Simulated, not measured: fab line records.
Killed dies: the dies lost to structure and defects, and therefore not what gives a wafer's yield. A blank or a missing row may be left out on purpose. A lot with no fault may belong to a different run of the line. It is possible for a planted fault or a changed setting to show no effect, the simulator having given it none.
The tool behind it: which one? | flow nand harc | Sampling: 13 lots, 37 wafers, 6 of 1159 route steps

== WHAT THE GAUGES READ, wafer by wafer ==
NHARC_P_BONDPAD_CD_MEAS_13. Usual: 499.6 nm for cd nm, sd 1.8.
lot  | measured     | on        | cd nm (nm)        | flag
L436 | day 6 12:24  | cd sem-01 | 500.7 498.8 498.6 |
L439 | day 7 00:40  | cd sem-02 | 498.5 500.9 499.2 |
L440 | day 7 13:33  | cd sem-03 | 500.4 500.2 497.0 |
L441 | day 7 14:34  | cd sem-01 | 501.0 501.0 497.4 |
L442 | day 7 15:24  | cd sem-02 | 497.7 497.8 499.9 |
L443 | day 7 23:32  | cd sem-02 | 497.3 497.0 498.3 |
L445 | day 8 14:29  | cd sem-03 | 498.2 500.8 501.3 |
L446 | day 9 00:58  | cd sem-03 | 499.1 500.5 500.3 |
L451 | day 10 12:11 | cd sem-03 | 496.4 498.5       |
L454 | day 10 19:01 | cd sem-02 | 501.3 502.5       |
L456 | day 11 09:18 | cd sem-02 | 501.2 501.2 502.0 |
L458 | day 11 20:41 | cd sem-01 | 496.5 499.2 497.9 |
L459 | day 12 01:56 | cd sem-03 | 498.4 498.7 500.4 |

NHARC_P_BONDPAD_THK_MEAS_20: measures by xrf. Usual: 161.4 nm for thk nm, sd 1.6.
lot  | measured     | on            | thk nm (nm)       | flag
L436 | day 6 14:32  | film metro-01 | 161.4 161.9 163.6 |
L439 | day 7 02:48  | film metro-01 | 160.4 163.5 163.1 |
L440 | day 7 15:39  | film metro-02 | 161.8 163.1 159.5 |
L441 | day 7 16:38  | film metro-02 | 161.1 164.8 160.7 |
L442 | day 7 17:26  | film metro-02 | 163.3 161.3 161.3 |
L443 | day 8 01:44  | film metro-01 | 161.5 162.7 163.3 |
L445 | day 8 16:31  | film metro-01 | 162.7 162.3 161.4 |
L446 | day 9 03:07  | film metro-01 | 160.1 162.3 161.4 |
L451 | day 10 14:14 | film metro-01 | 161.1 161.0       |
L454 | day 10 21:07 | film metro-02 | 161.5 163.8       |
L456 | day 11 11:20 | film metro-01 | 160.7 162.1 159.3 |
L458 | day 11 22:43 | film metro-01 | 162.2 160.2 159.5 |
L459 | day 12 03:58 | film metro-02 | 163.1 162.6 163.3 |

NHARC_A_ONON_D1_THK_MEAS_05: measures by ellipsometry. Usual: 1003 nm for thk nm, sd 10.
lot  | measured     | on            | thk nm (nm)    | flag
L436 | day 7 15:32  | film metro-01 | 995 998 997    |
L439 | day 8 02:10  | film metro-02 | 996 996 996    |
L440 | day 8 18:26  | film metro-02 | 1009 1010 1010 |
L441 | day 8 18:22  | film metro-01 | 1014 1013 1014 |
L442 | day 8 18:22  | film metro-02 | 1005 1005 1005 |
L443 | day 9 02:41  | film metro-02 | 993 993 994    |
L445 | day 9 19:16  | film metro-01 | 1018 1019 1016 |
L446 | day 10 08:31 | film metro-02 | 1011 1010 1011 |
L451 | day 11 12:48 | film metro-02 | 1402 1400      | OFF
L454 | day 11 19:59 | film metro-02 | 998 1410       | OFF
L456 | day 12 12:21 | film metro-01 | 1023 1023 1024 |
L458 | day 12 22:49 | film metro-01 | 1014 1014 1012 |
L459 | day 13 04:51 | film metro-02 | 983 984 983    |

NHARC_END_SORT_01. Usual: killed at array 26, standard deviation 10; killed at other 0.5, standard deviation 0.87; killed at periphery 3.0, standard deviation 2.5; killed dies 29, standard deviation 11; killed open 3.3, standard deviation 1.9; killed short 1.8, standard deviation 1.5.
lot  | measured     | on        | killed at array | killed at other | killed at periphery | killed dies | killed open | killed short | flag
L451 | day 23 07:02 | prober-01 | 673 673         | 1 1             | 3 3                 | 677 677     | 3 1         | 3 2          | OFF
L454 | day 23 13:57 | prober-02 | 34 672          | 0 0             | 4 5                 | 38 677      | 5 9         | 0 5          | OFF

== WHAT TOOL EACH LOT RAN ON (gives the tool, then ch and the chambers of the sampled wafers, and finally the start) ==
lot  | NHARC_P_BONDPAD_ETCH_12                       | NHARC_A_ONON_D1_DEP_03
L436 | rie diel-04 ch 0,2,3, day 6 12:24 or earlier  | pecvd onon-02 ch 0, day 7 15:01
L439 | rie diel-04 ch 0,3, day 7 00:40 or earlier    | pecvd onon-01 ch 0, day 8 01:43
L440 | rie diel-04 ch 0,3, day 7 13:33 or earlier    | pecvd onon-03 ch 0, day 8 17:58
L441 | rie diel-04 ch 0,3, day 7 14:34 or earlier    | pecvd onon-01 ch 0, day 8 17:55
L442 | rie diel-04 ch 0,1,3, day 7 15:24 or earlier  | pecvd onon-02 ch 0, day 8 17:51
L443 | rie diel-04 ch 0,2,3, day 7 23:32 or earlier  | pecvd onon-01 ch 0, day 9 02:17
L445 | rie diel-04 ch 0,1, day 8 14:29 or earlier    | pecvd onon-03 ch 0, day 9 18:44
L446 | rie diel-04 ch 0,2,3, day 9 00:58 or earlier  | pecvd onon-02 ch 0, day 10 08:09
L451 | rie diel-07 ch 2,3, day 10 12:11 or earlier   | pecvd onon-03 ch 0, day 11 12:21
L454 | rie diel-03 ch 0,2, day 10 19:01 or earlier   | pecvd onon-03 ch 0, day 11 19:29
L456 | rie diel-04 ch 0,1,3, day 11 09:18 or earlier | pecvd onon-02 ch 0, day 12 11:54
L458 | rie diel-07 ch 2,3, day 11 20:41 or earlier   | pecvd onon-02 ch 0, day 12 22:17
L459 | rie diel-04 ch 0,1,2, day 12 01:56 or earlier | pecvd onon-01 ch 0, day 13 04:20
- NHARC_P_BONDPAD_ETCH_12: etches the open film in CHF3/O2, target depth 200 nm, time 100 s.
- NHARC_A_ONON_D1_DEP_03: target thk 1000 nm.

== WHAT THE TOOLS THEMSELVES READ (means of the sampled wafers that have a number; where no wafer has one, the mark that the record gives instead) ==
NHARC_P_BONDPAD_ETCH_12. Usual: drypump motor current A 5.7 A, standard deviation 0.56; oes product au 0.951 a.u., standard deviation 0.021; rf vpp V 372.5 V, standard deviation 1.3; showerhead plenum p Torr 2.49 Torr, standard deviation 0.052; throttle valve pct 20.571 %, standard deviation 0.0091.
lot  | tool        | drypump motor current A (A) | oes product au (a.u.) | rf vpp V (V) | showerhead plenum p Torr (Torr) | throttle valve pct (%) | flag
L436 | rie diel-04 | 5.6                         | 0.966                 | 372.5        | 2.50                            | 20.576                 |
L439 | rie diel-04 | 5.3                         | 0.962                 | 371.0        | 2.47                            | 20.573                 |
L440 | rie diel-04 | 5.7                         | 0.929                 | 373.1        | 2.49                            | 20.575                 |
L441 | rie diel-04 | 5.3                         | 0.928                 | 372.4        | 2.47                            | 20.569                 |
L442 | rie diel-04 | 5.7                         | 0.948                 | 373.2        | 2.49                            | 20.570                 |
L443 | rie diel-04 | 5.5                         | 0.923                 | 372.7        | 2.50                            | 20.560                 |
L445 | rie diel-04 | 5.5                         | 0.931                 | 372.5        | 2.50                            | 20.563                 |
L446 | rie diel-04 | 5.6                         | 0.936                 | 372.2        | 2.50                            | 20.583                 |
L451 | rie diel-07 | 5.7                         | 0.961                 | 370.4        | 2.39                            | 20.580                 |
L454 | rie diel-03 | 5.6                         | 0.970                 | 372.4        | 2.52                            | 20.563                 |
L456 | rie diel-04 | 5.7                         | 0.979                 | 372.2        | 2.49                            | 20.574                 |
L458 | rie diel-07 | 5.4                         | 0.952                 | 370.9        | 2.40                            | 20.571                 |
L459 | rie diel-04 | 5.4                         | 0.929                 | 372.8        | 2.51                            | 20.572                 |

NHARC_A_ONON_D1_DEP_03. Usual: n2 flow sccm 2752 sccm, standard deviation 8; n2o flow sccm 2001 sccm, standard deviation 5.7.
lot  | tool          | n2 flow sccm (sccm) | n2o flow sccm (sccm) | flag
L436 | pecvd onon-02 | 2747                | 1993                 |
L439 | pecvd onon-01 | 2762                | 1999                 |
L440 | pecvd onon-03 | 2761                | 2004                 |
L441 | pecvd onon-01 | 2762                | 2005                 |
L442 | pecvd onon-02 | 2754                | 2003                 |
L443 | pecvd onon-01 | 2760                | 1994                 |
L445 | pecvd onon-03 | 2757                | 2004                 |
L446 | pecvd onon-02 | 2745                | 2005                 |
L451 | pecvd onon-03 | 2756                | 2001                 |
L454 | pecvd onon-03 | 2765                | 1998                 |
L456 | pecvd onon-02 | 2749                | 1993                 |
L458 | pecvd onon-02 | 2749                | 2009                 |
L459 | pecvd onon-01 | 2743                | 1997                 |

== THE ANSWER, worked out from the rows above alone ==
Rule: take the mean of a lot's wafers that have a number; if it is more than 3 standard deviations from the usual mean, the lot is off. A lot without any number at a reading at which 4 lots or more have one is off too. The other lots that the step has rows for count as sound. Order of review: gauges by route order, followed by the tools' own readings, for which a lot's mean as printed above is used. The first step at which some lot is off is used, and at that step the reading that is off furthest; a lot without a number counts as furthest.
Off: L451, L454 (NHARC_A_ONON_D1_THK_MEAS_05, thk nm).
If a tool, at a process step before that reading, ran all the lots that are off and no sound lot after the first of them, it fits. The gauges at NHARC_A_ONON_D1_THK_MEAS_05 aren't tried: what is off there is off at NHARC_END_SORT_01 too, on other tools, and a gauge's error can't cause that. Because NHARC_P_BONDPAD_ETCH_12 lacks a start for some lots, the hours and order of its lots are taken from NHARC_P_BONDPAD_CD_MEAS_13. One fits: pecvd onon-03 at NHARC_A_ONON_D1_DEP_03. Its last sound lot is L445 (day 9 18:44), its first lot that is off L451 (day 11 12:21): a fault that began between those two fits.

== WHAT THE SIMULATOR HAD PUT IN ==
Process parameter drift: pecvd onon-03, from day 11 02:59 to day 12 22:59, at NHARC_A_ONON_D1_DEP_03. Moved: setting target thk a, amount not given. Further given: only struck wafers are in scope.
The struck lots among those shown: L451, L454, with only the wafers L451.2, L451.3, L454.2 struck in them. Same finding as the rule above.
